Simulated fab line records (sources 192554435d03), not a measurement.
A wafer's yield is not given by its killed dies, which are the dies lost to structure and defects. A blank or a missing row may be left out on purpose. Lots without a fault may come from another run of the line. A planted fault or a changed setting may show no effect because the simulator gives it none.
fab line records	flow n5Finfet
record lots=7	wafers=20	lastDay=20
route steps=1938 shown BEOL_M4@1052
lots that met no fault: taken from a fault-free run of the same line
startH: start of the lot's first displayed wafer, in hours after the record's first day	waitH: time in hours since the lot's previous step	" as in the row above	L1.1+2: one row covering several wafers at once	- no value, or no start given	* or withheld: withheld	< > ~ a bound
route shown NAME@n: names a module that has steps shown in the file, with the first one's number in the route	usual: mean and standard deviation over wafers with no fault	same: alike in all rows	chamber/n: place in a boat	sites: each site's reading	_std_site: standard deviation across them	_edge_site: mean of outer sites minus mean of inner sites	radiusMm: for every site, how far away it sits from the centre of the wafer	mask NAME#n: copy n	behind: the last tool/chamber to shape the wafer	hold: the reason the lot was held/the length of the hold in hours/how it ended	device: the n, p or np transistor that did not switch	end of line: the route-end tests of the same wafers	for a step that has no rows: nothing shown but its recipe	killed: the dies lost at the first sort to structure and to defects; this is not the yield of the wafer	map: dies across one wafer; x = killed, . = not, _ = none there
set.NAME: the setting the step ran with; set.NAME@STEP: the setting that earlier step ran with	model.NAME: the simulator's own value behind a step, which no gauge read
lots seen at some steps along the route; tables by step, rows by wafer
services: the hour from which a tool's chamber was out of use, counted from the record's first day as startH (under 0 if before that day), plus the number of hours and why
## steps
# step N5_BEOL_M4_SOFTBAKE_23
# recipe tempC=110	timeS=60	resist=CAR-EUV
# step N5_BEOL_M4_EXPOSE_25
# recipe maskId=V3	na=0.33	sourceShape=quasar	sigmaInner=0.2	sigmaOuter=0.8	polarization=unpolarized	defocusNm=5	doseMj=63
# step N5_BEOL_M4_PEB_26
# recipe pebTempC=100	pebTimeS=60	resist=CAR-EUV
# step N5_BEOL_M4_DEVELOP_27
# recipe developTimeS=30	developer=TMAH	resist=CAR-EUV	rinseLiquid=surfactantRinse	dry=airSpin	devTempC=23
# step N5_BEOL_M4_CD_MEAS_28
# recipe targetCdNm=26.2	landingEnergyEv=500	detector=seInlens	targetCdYNm=24.1	polarity=opening
# usual cdNm=26.14/0.24
lot.wafer	tool	chamber	startH	waitH	cdNm
L429.3	cdSem-03	0	229.86	-	26.41
L429.4	"	0	"	"	26.40
L429.6	"	0	"	"	26.34
L438.2	cdSem-01	0	283.91	-	26.10
L438.3	"	0	"	"	26.48
L438.5	"	0	"	"	25.75
L439.1	cdSem-03	0	284.42	-	25.73
L439.4	"	0	"	"	26.05
L439.6	"	0	"	"	26.55
L448.4	cdSem-03	0	351.54	-	26.51
L448.5	"	0	"	"	26.18
L448.6	"	0	"	"	25.83
L447.5	cdSem-03	0	352.08	-	26.18
L447.6	"	0	"	"	25.69
L446.2	cdSem-01	0	354.91	-	26.01
L446.3	"	0	"	"	26.31
L446.6	"	0	"	"	26.20
L449.1	cdSem-02	0	356.15	-	26.16
L449.2	"	0	"	"	26.06
L449.3	"	0	"	"	26.29
# step N5_BEOL_M4_OVL_MEAS_29
# recipe pointsPerWafer=522
# usual V3_OVL=-0.2/0.64
lot.wafer	tool	chamber	startH	waitH	V3_OVL[nm]
L429.3	overlay-02	0	229.90	0.0	-0.9
L429.4	"	0	"	"	-1.2
L429.6	"	0	"	"	-1.1
L438.2	overlay-01	0	283.95	0.0	-0.8
L438.3	"	0	"	"	-0.2
L438.5	"	0	"	"	-1.0
L439.1	overlay-02	0	284.45	0.0	0.2
L439.4	"	0	"	"	1.0
L439.6	"	0	"	"	1.1
L448.4	overlay-01	0	351.59	0.0	0.1
L448.5	"	0	"	"	0.9
L448.6	"	0	"	"	0.9
L447.5	overlay-02	0	352.12	0.0	-0.4
L447.6	"	0	"	"	-0.2
L446.2	overlay-02	0	354.95	0.0	-0.1
L446.3	"	0	"	"	0.2
L446.6	"	0	"	"	0.3
L449.1	overlay-02	0	356.18	0.0	-1.4
L449.2	"	0	"	"	0.0
L449.3	"	0	"	"	-1.4
# step N5_BEOL_M4_INSPECT_30
# recipe mode=adi	inspectInstrument=brightfield
# usual rawDefectCount=409/85
lot.wafer	tool	chamber	startH	waitH	rawDefectCount
L429.3	defectInspect-01	-	229.95	0.0	361
L429.4	"	-	"	"	320
L429.6	"	-	"	"	432
L438.2	defectInspect-01	-	284.01	0.1	343
L438.3	"	-	"	"	291
L438.5	"	-	"	"	254
L439.1	defectInspect-02	-	284.51	0.1	449
L439.4	"	-	"	"	424
L439.6	"	-	"	"	369
L448.4	defectInspect-02	-	351.63	0.0	417
L448.5	"	-	"	"	414
L448.6	"	-	"	"	302
L447.5	defectInspect-02	-	352.16	0.0	403
L447.6	"	-	"	"	475
L446.2	defectInspect-01	-	355.00	0.0	358
L446.3	"	-	"	"	284
L446.6	"	-	"	"	466
L449.1	defectInspect-02	-	356.24	0.1	364
L449.2	"	-	"	"	378
L449.3	"	-	"	"	448
# step N5_BEOL_M4_DESCUM_33
# recipe chemistry=O2	timeS=7	sourcePowerW=50	biasPowerW=20	pressureMtorr=20	rfFrequencyHz=2.712e+07	tempC=40	resist=CAR-EUV	o2FlowSccm=225
# usual drypumpMotorCurrentA=5.8/0.44	oesProductAu=0.78/0.068	rfVppV=243.7/1.2	showerheadPlenumPTorr=2.13/0.055	throttleValvePct=20.47/0.24
lot.wafer	tool	chamber	startH	waitH	drypumpMotorCurrentA	oesProductAu	rfHoursCounterH	rfVppV	showerheadPlenumPTorr	throttleValvePct
L429.3	rieDiel-04	0	230.10	0.1	6.4	0.92	20	245.2	2.22	20.30
L429.4	"	3	"	"	6.5	0.75	193	244.8	2.17	20.27
L429.6	"	0	"	"	6.4	0.91	-	245.4	2.22	20.29
L438.2	rieDiel-04	2	284.05	0.0	5.4	0.68	237	243.1	2.15	21.01
L438.3	"	0	"	"	6.4	0.87	47	244.6	2.21	20.34
L438.5	"	1	"	"	5.3	0.78	-	242.1	2.09	20.13
L439.1	rieDiel-04	1	284.75	0.2	5.3	0.77	128	243.0	2.09	20.16
L439.4	"	3	"	"	6.5	0.73	206	243.3	2.17	20.28
L439.6	"	1	"	"	5.3	0.78	-	243.1	2.09	20.14
L448.4	rieDiel-06	1	351.66	0.0	5.7	0.78	117	242.4	2.10	20.53
L448.5	"	3	"	"	5.9	0.71	-	241.5	2.08	20.54
L448.6	"	2	"	"	5.1	0.70	-	243.2	2.16	20.41
L447.5	rieDiel-06	1	352.21	0.0	5.7	0.79	-	243.0	2.10	20.52
L447.6	"	0	"	"	5.9	0.70	-	241.9	2.06	20.73
L446.2	rieDiel-04	3	355.03	0.0	6.5	0.70	236	243.2	2.16	20.35
L446.3	"	0	"	"	6.4	0.83	71	245.4	2.20	20.34
L446.6	"	3	"	"	6.5	0.70	-	244.6	2.16	20.34
L449.1	rieDiel-04	1	356.27	0.0	5.3	0.74	158	242.9	2.08	20.20
L449.2	"	2	"	"	5.5	0.94	8	244.1	2.14	20.64
L449.3	"	3	"	"	6.5	0.71	236	244.4	2.16	20.33
# step N5_BEOL_M4_ETCH_77
# recipe chemistry=N2/H2	target=underlayer	targetDepthA=65	maskMaterial=CAR-EUV	timeS=5.2	ionEnergyEv=200	pressureMtorr=30	sourceW=840	biasW=150	n2FlowSccm=200	h2FlowSccm=200	ends=cleared
# usual drypumpMotorCurrentA=5.8/0.44	etchRfOnTimeS=5.19/0.062	n2FlowSccm=199.9/0.58	oesProductAu=0.66/0.059	rfVppV=525.3/2.1	showerheadPlenumPTorr=2.59/0.068	throttleValvePct=17.90/0.27
lot.wafer	tool	chamber	startH	waitH	drypumpMotorCurrentA	etchRfOnTimeS	n2FlowSccm	oesProductAu	rfHoursCounterH	rfVppV	showerheadPlenumPTorr	throttleValvePct
L429.3	rieDiel-04	0	230.13	0.0	6.4	5.10	199.2	0.78	20	526.2	2.71	17.72
L429.4	"	3	"	"	6.5	5.16	200.0	0.63	193	525.7	2.63	17.61
L429.6	"	0	"	"	6.4	5.01	199.1	0.79	-	526.8	2.71	17.71
L438.2	rieDiel-04	2	284.09	0.0	5.5	5.24	199.5	0.58	237	527.1	2.61	18.49
L438.3	"	0	"	"	6.4	5.15	200.2	0.75	47	529.2	2.70	17.79
L438.5	"	1	"	"	5.3	5.24	198.9	0.65	-	524.2	2.55	17.50
L439.1	rieDiel-04	1	284.78	0.0	5.3	5.30	199.6	0.64	128	523.9	2.55	17.53
L439.4	"	3	"	"	6.5	5.21	199.6	0.63	206	527.6	2.62	17.65
L439.6	"	1	"	"	5.3	5.33	199.1	0.65	-	524.9	2.55	17.52
L448.4	rieDiel-06	1	351.70	0.0	5.7	5.21	200.6	0.67	117	524.0	2.55	17.94
L448.5	"	3	"	"	5.9	5.22	200.0	0.59	-	523.5	2.52	17.88
L448.6	"	2	"	"	5.1	5.20	200.1	0.59	-	525.5	2.62	17.93
L447.5	rieDiel-06	1	352.24	0.0	5.7	5.11	199.1	0.68	-	522.2	2.55	17.96
L447.6	"	0	"	"	6.0	5.22	199.5	0.58	-	524.1	2.50	18.22
L446.2	rieDiel-04	3	355.07	0.0	6.5	5.24	199.8	0.61	236	525.2	2.61	17.70
L446.3	"	0	"	"	6.4	5.17	199.3	0.72	71	530.3	2.69	17.81
L446.6	"	3	"	"	6.5	5.26	199.4	0.60	-	523.4	2.61	17.69
L449.1	rieDiel-04	1	356.31	0.0	5.3	5.34	200.6	0.63	158	525.0	2.53	17.58
L449.2	"	2	"	"	5.4	5.09	200.4	0.81	8	526.4	2.60	18.08
L449.3	"	3	"	"	6.5	5.30	198.9	0.61	236	525.1	2.61	17.71
# step N5_BEOL_M4_ETCH_69
# recipe chemistry=CF4	target=SiARC	targetDepthA=156	maskMaterial=CAR-EUV	timeS=26	ionEnergyEv=80	pressureMtorr=40	sourceW=545	biasW=36	Ar_flow_sccm=100	cf4FlowSccm=100	ends=cleared
# usual drypumpMotorCurrentA=5.8/0.44	etchRfOnTimeS=25.87/0.28	oesProductAu=0.66/0.058	rfVppV=184.6/1	showerheadPlenumPTorr=2.18/0.052	throttleValvePct=15.66/0.22
lot.wafer	tool	chamber	startH	waitH	drypumpMotorCurrentA	etchRfOnTimeS	oesProductAu	rfHoursCounterH	rfVppV	showerheadPlenumPTorr	throttleValvePct
L429.3	rieDiel-04	0	230.15	0.0	6.4	25.38	0.78	20	186.0	2.27	15.49
L429.4	"	3	"	"	6.5	25.95	0.64	193	185.2	2.21	15.49
L429.6	"	0	"	"	6.4	25.67	0.78	-	185.7	2.27	15.48
L438.2	rieDiel-04	2	284.10	0.0	5.4	26.02	0.59	237	185.5	2.19	16.15
L438.3	"	0	"	"	6.4	25.18	0.75	47	184.6	2.26	15.53
L438.5	"	1	"	"	5.3	25.67	0.66	-	183.9	2.14	15.39
L439.1	rieDiel-04	1	284.80	0.0	5.3	26.20	0.65	128	184.2	2.14	15.37
L439.4	"	3	"	"	6.5	26.20	0.62	206	184.0	2.21	15.52
L439.6	"	1	"	"	5.3	26.40	0.66	-	183.1	2.14	15.37
L448.4	rieDiel-06	1	351.71	0.0	5.7	25.71	0.67	117	184.4	2.15	15.72
L448.5	"	3	"	"	5.9	25.88	0.61	-	184.1	2.12	15.63
L448.6	"	2	"	"	5.1	25.74	0.59	-	184.6	2.21	15.64
L447.5	rieDiel-06	1	352.27	0.0	5.7	25.69	0.67	-	185.7	2.15	15.71
L447.6	"	0	"	"	6.0	26.11	0.60	-	184.3	2.11	15.95
L446.2	rieDiel-04	3	355.08	0.0	6.5	26.37	0.61	236	186.0	2.20	15.57
L446.3	"	0	"	"	6.4	25.95	0.71	71	186.8	2.25	15.58
L446.6	"	3	"	"	6.5	26.53	0.60	-	184.8	2.20	15.56
L449.1	rieDiel-04	1	356.32	0.0	5.3	26.27	0.63	158	184.2	2.13	15.45
L449.2	"	2	"	"	5.4	25.83	0.80	8	184.8	2.18	15.70
L449.3	"	3	"	"	6.5	26.27	0.60	236	185.0	2.20	15.59
# step N5_BEOL_M4_ALD_98
# recipe material=SiO2	targetThkA=25	tempC=100	aldPrecursorFamily=BDEAS	aldCoReactant=O2-plasma	pulseTimeS=1	coReactantPulseTimeS=1	purgeTimeS=2	coReactantPurgeTimeS=2	aldCycles=17	pressureTorr=2
# usual heaterPowerW=79/9.2	precursorPulseHeightRel=0.998/0.02
# same coReactantPulseTimeS=1
lot.wafer	tool	chamber	startH	waitH	heaterPowerW	precursorPulseHeightRel
L429.3	aldSin-01	0	230.24	0.1	88	0.986
L429.4	"	2	"	"	89	0.982
L429.6	"	3	"	"	72	1.015
L438.2	aldSin-01	2	284.31	0.2	91	0.979
L438.3	"	1	"	"	75	1.043
L438.5	"	1	"	"	76	1.012
L439.1	aldSin-02	0	284.97	0.1	74	1.003
L439.4	"	1	"	"	78	0.983
L439.6	"	0	"	"	72	1.003
L448.4	aldSin-02	1	351.80	0.1	79	1.022
L448.5	"	1	"	"	80	0.968
L448.6	"	0	"	"	73	0.994
L447.5	aldSin-03	1	352.37	0.1	77	1.018
L447.6	"	2	"	"	97	1.006
L446.2	aldSin-01	1	355.37	0.3	76	1.028
L446.3	"	3	"	"	70	0.986
L446.6	"	2	"	"	91	1.037
L449.1	aldSin-01	1	356.88	0.5	79	1.021
L449.2	"	0	"	"	87	0.994
L449.3	"	3	"	"	72	1.012
# step N5_BEOL_M4_ETCHBACK_99
# recipe chemistry=CHF3	target=SiO2	targetDepthA=50	timeS=10.4	sourceW=215	biasW=47	Ar_flow_sccm=200	CHF3_flow_sccm=12	ionEnergyEv=100	pressureMtorr=30
# usual drypumpMotorCurrentA=5.8/0.42	oesProductAu=0.77/0.058	rfVppV=241/3.1	showerheadPlenumPTorr=2.18/0.056	throttleValvePct=17.12/0.19
lot.wafer	tool	chamber	startH	waitH	drypumpMotorCurrentA	oesProductAu	rfHoursCounterH	rfVppV	showerheadPlenumPTorr	throttleValvePct
L429.3	rieDiel-01	3	231.06	0.8	5.6	0.76	146	242	2.17	17.27
L429.4	"	0	"	"	5.7	0.83	79	244	2.26	17.08
L429.6	"	3	"	"	5.6	0.76	-	242	2.17	17.26
L438.2	rieDiel-06	1	284.48	0.1	5.7	0.81	97	246	2.17	17.13
L438.3	"	0	"	"	6.0	0.71	215	236	2.12	17.30
L438.5	"	0	"	"	6.0	0.71	-	235	2.12	17.31
L439.1	rieDiel-04	0	286.07	1.1	6.4	0.88	48	240	2.28	16.99
L439.4	"	2	"	"	5.5	0.68	238	243	2.20	17.59
L439.6	"	2	"	"	5.5	0.68	-	242	2.20	17.58
L448.4	rieDiel-01	0	353.42	1.6	5.8	0.79	118	244	2.25	17.15
L448.5	"	2	"	"	6.2	0.78	-	240	2.08	17.30
L448.6	"	3	"	"	5.6	0.72	-	243	2.15	17.34
L447.5	rieDiel-01	2	357.06	4.6	6.3	0.77	-	240	2.08	17.29
L447.6	"	3	"	"	5.6	0.71	-	241	2.15	17.35
L446.2	rieDiel-01	1	360.01	4.6	5.8	0.76	140	241	2.16	17.13
L446.3	"	0	"	"	5.7	0.78	120	246	2.25	17.15
L446.6	"	2	"	"	6.2	0.78	-	240	2.08	17.30
L449.1	rieDiel-04	3	362.92	6.0	6.5	0.71	238	246	2.21	16.99
L449.2	"	0	"	"	6.4	0.83	73	239	2.27	17.03
L449.3	"	2	"	"	5.4	0.93	10	243	2.19	17.19
# step N5_BEOL_M4_ETCH_70
# recipe chemistry=N2/H2	target=SOC	targetDepthA=800	overetchA=240	maskMaterial=SiARC	tempC=40	timeS=130	ionEnergyEv=200	pressureMtorr=30	sourceW=840	biasW=150	n2FlowSccm=200	h2FlowSccm=200
# usual drypumpMotorCurrentA=5.8/0.42	n2FlowSccm=200.0/0.56	oesProductAu=0.57/0.04	rfVppV=524.9/2.1	showerheadPlenumPTorr=2.57/0.071	throttleValvePct=17.86/0.22
lot.wafer	tool	chamber	startH	waitH	drypumpMotorCurrentA	n2FlowSccm	oesProductAu	rfHoursCounterH	rfVppV	showerheadPlenumPTorr	throttleValvePct	model.SiARC_of_BEOL_M4_COAT_68.thkNm
L429.3	rieDiel-01	3	231.09	0.0	5.6	199.7	0.56	146	525.0	2.54	17.97	5.8
L429.4	"	0	"	"	5.7	199.2	0.62	79	527.3	2.68	17.90	5.8
L429.6	"	3	"	"	5.6	200.0	0.55	-	523.0	2.54	17.96	5.8
L438.2	rieDiel-06	1	284.52	0.0	5.7	199.2	0.60	97	523.2	2.56	17.87	5.6
L438.3	"	0	"	"	5.9	201.3	0.53	215	522.4	2.51	18.10	6
L438.5	"	0	"	"	5.9	200.5	0.52	-	523.8	2.51	18.12	6
L439.1	rieDiel-04	0	286.11	0.0	6.4	200.6	0.64	48	526.4	2.70	17.72	6
L439.4	"	2	"	"	5.4	199.6	0.51	238	524.5	2.61	18.43	6
L439.6	"	2	"	"	5.5	199.3	0.50	-	525.8	2.61	18.45	5.8
L448.4	rieDiel-01	0	353.45	0.0	5.7	200.3	0.58	118	527.2	2.66	17.96	5.8
L448.5	"	2	"	"	6.3	200.4	0.60	-	522.0	2.45	17.98	6.4
L448.6	"	3	"	"	5.6	199.9	0.53	-	523.7	2.52	18.03	5.8
L447.5	rieDiel-01	2	357.12	0.0	6.3	199.5	0.60	-	519.7	2.45	17.97	6.4
L447.6	"	3	"	"	5.6	201.5	0.54	-	522.8	2.52	18.03	5.8
L446.2	rieDiel-01	1	360.05	0.0	5.7	199.8	0.59	140	524.2	2.55	17.87	6.4
L446.3	"	0	"	"	5.7	199.2	0.58	120	526.7	2.66	17.96	6
L446.6	"	2	"	"	6.3	200.4	0.57	-	521.1	2.45	17.97	5.8
L449.1	rieDiel-04	3	362.96	0.0	6.5	199.2	0.52	238	526.1	2.61	17.65	5.8
L449.2	"	0	"	"	6.4	200.0	0.61	73	528.9	2.69	17.76	5.8
L449.3	"	2	"	"	5.5	199.9	0.69	10	525.6	2.60	18.03	5.8
# step N5_BEOL_M4_STRIP_71
# recipe chemistry=N2/H2	tempC=40	n2FlowSccm=200	h2FlowSccm=200	rfFrequencyHz=6e+07
# step N5_BEOL_M4_RC_MEAS_101
# usual DIBL_N=36.5/1.2	DIBL_P=36.5/1.6	IOFF_N=0.162/0.023	IOFF_P=0.221/0.03	ION_N=678/8	ION_P=466/6.3	SS_N=71.6/0.46	SS_P=73.3/0.57	VT_N=249.2/2.6	VT_P=-249/3.3
lot.wafer	tool	chamber	startH	waitH	DIBL_N[mV/V]	DIBL_P[mV/V]	IOFF_N[nA/um]	IOFF_P[nA/um]	ION_N[uA/um]	ION_P[uA/um]	SS_N[mV/dec]	SS_P[mV/dec]	VT_N[mV]	VT_P[mV]
L429.3	prober-02	0	235.48	0.3	35.4	33.4	0.131	0.216	676	473	71.3	72.9	250.2	-246
L429.4	"	0	"	"	37.0	35.5	0.156	0.242	679	471	70.9	72.6	246.5	-246
L429.6	"	0	"	"	35.7	34.1	0.142	0.223	674	464	71.4	72.7	249.0	-249
L438.2	prober-02	0	290.19	0.2	35.9	34.8	0.150	0.224	678	462	71.0	73.1	249.4	-245
L438.3	"	0	"	"	37.8	37.7	0.188	0.274	684	474	72.2	73.4	244.4	-243
L438.5	"	0	"	"	37.1	36.9	0.181	0.263	682	472	72.4	73.9	244.9	-245
L439.1	prober-01	0	290.47	0.0	36.9	37.2	0.184	0.238	687	470	71.5	73.6	249.1	-247
L439.4	"	0	"	"	38.4	38.9	0.201	0.269	687	472	71.7	74.0	246.3	-245
L439.6	"	0	"	"	37.4	38.2	0.184	0.259	684	472	72.3	74.2	250.2	-246
L448.4	prober-02	0	358.34	0.5	36.3	35.3	0.180	0.254	690	472	71.7	74.0	247.8	-244
L448.5	"	0	"	"	33.5	32.8	0.139	0.205	685	474	71.1	72.4	250.6	-247
L448.6	"	0	"	"	36.1	35.2	0.184	0.261	698	475	71.4	72.7	244.3	-243
L447.5	prober-02	0	362.15	0.6	36.8	36.3	0.149	0.200	668	463	71.1	72.9	251.3	-252
L447.6	"	0	"	"	36.7	36.7	0.161	0.210	683	465	71.8	73.6	251.0	-253
L446.2	prober-01	0	364.69	0.2	38.4	36.8	0.175	0.215	679	463	72.2	73.7	247.2	-250
L446.3	"	0	"	"	36.3	34.5	0.132	0.182	666	456	71.5	73.0	251.7	-253
L446.6	"	0	"	"	36.9	35.7	0.151	0.199	680	465	71.8	73.7	248.9	-250
L449.1	prober-02	0	367.40	0.0	38.7	37.2	0.188	0.232	680	459	71.8	73.9	247.1	-250
L449.2	"	0	"	"	39.2	38.0	0.191	0.254	684	467	71.3	74.5	246.4	-248
L449.3	"	0	"	"	39.6	38.2	0.197	0.256	686	471	71.9	74.1	247.0	-246
## services
tool	chamber	startH	hours	kind
rieDiel-06	1	214.42	9.5	repair
aldSin-03	2	222.71	13.7	repair
rieDiel-01	-	234.77	2.8	pm
aldSin-02	0	238.51	2.6	repair
aldSin-03	-	238.71	0.5	repair
rieDiel-06	3	258.10	3.1	repair
rieDiel-04	3	260.32	20.8	repair
aldSin-03	-	277.58	0.6	repair
aldSin-02	2	281.14	17.2	repair
aldSin-01	2	294.15	11.1	repair
rieDiel-06	1	301.28	8.3	repair
aldSin-02	0	305.92	-	calibration
rieDiel-06	-	310.71	2.8	pm
rieDiel-01	0	311.39	14.6	repair
rieDiel-04	2	317.65	-	clean
rieDiel-04	2	317.65	-	consumableReplace:focusRing
rieDiel-04	2	317.65	19.5	scheduledDown
rieDiel-04	2	317.65	19.5	ventCycle
rieDiel-01	1	323.83	2.3	repair
rieDiel-04	0	328.48	9.2	repair
aldSin-01	3	330.62	4.3	repair
rieDiel-01	1	337.50	9.0	repair
aldSin-03	0	345.85	2.2	repair
aldSin-03	-	356.34	2.8	pm
## key
firstSign none at tools or gauges
modelEffect step=N5_BEOL_M4_ETCH_70	value=SiARC_of_BEOL_M4_COAT_68.thkNm	without=5.8	struck=6.4
metAt N5_BEOL_M4_ETCH_70
struckWafers L446.2,L447.5,L448.5
onsetBetween 231.09 353.45
fault kind=processParameterDrift	tool=rieDiel-01	chamber=-	onsetH=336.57	steps=N5_BEOL_M4_ETCH_70	channel=targetDepthA	offset=-96.403	shape=step	endH=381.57	scope=struckWafersOnly	actsIn=theseRecipesOnly	stated=800
